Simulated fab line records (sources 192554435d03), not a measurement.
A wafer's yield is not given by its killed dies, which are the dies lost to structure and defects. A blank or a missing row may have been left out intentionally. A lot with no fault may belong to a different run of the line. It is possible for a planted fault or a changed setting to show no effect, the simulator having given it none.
Which of the tools did it? ; flow n5Finfet ; at 1 step of a route of 1938, 14 lots with 40 wafers sampled

== WHAT THE GAUGES SHOWED, per wafer ==
N5_BEOL_M9_INSPECT_58: inspects for defects (darkfield). Usual: rawDefectCount at 69, with a standard deviation of 19.
lot;measured;on;rawDefectCount;flag
L621;day 9 21:37;defectInspect-02;57 46;
L623;day 10 07:47;defectInspect-01;94 76 107;
L624;day 10 11:16;defectInspect-01;73 74 89;
L625;day 10 17:25;defectInspect-01;76 52 78;
L626;day 10 19:34;defectInspect-02;78 86 101;
L628;day 11 11:18;defectInspect-02;79 48 78;
L631;day 12 07:54;defectInspect-02;58 121 75;
L630;day 12 08:07;defectInspect-02;73 64 50;
L638;day 14 02:27;defectInspect-01;73 83 71;
L640;day 14 23:44;defectInspect-01;48 58 55;
L641;day 15 00:16;defectInspect-01;60 79 111;
L639;day 15 00:35;defectInspect-01;69 58;
L642;day 15 13:07;defectInspect-02;81 69 70;
L644;day 16 08:01;defectInspect-02;60 96 70;

== TOOL THAT RAN EACH LOT (tool first, then ch and the chambers of the sampled wafers, then the start) ==
The record shows no process step preceding these readings.

== AS READ BY THE TOOLS THEMSELVES (means over the sampled wafers that have a number; for cases with no such wafer, the mark the record gives instead) ==
The record holds no such reading with a usual standard deviation.

== THE ANSWER, worked out from the rows above alone ==
Rule: a lot is off if the mean of its wafers that have a number lies more than 3 standard deviations from the usual mean. A lot without any number at a reading at which 4 lots or more have one is off too. All remaining lots with rows at the step are treated as sound. The gauges are gone through in route order, then the tools' own readings, and for those a lot's mean is taken as printed above. At the first step where some lot is off, the reading lying furthest off is the one used; lots without a number count as furthest.
No lot is off on any of the readings shown, so nothing can be concluded from this.

== WHAT HAD BEEN PUT IN BY THE SIMULATOR ==
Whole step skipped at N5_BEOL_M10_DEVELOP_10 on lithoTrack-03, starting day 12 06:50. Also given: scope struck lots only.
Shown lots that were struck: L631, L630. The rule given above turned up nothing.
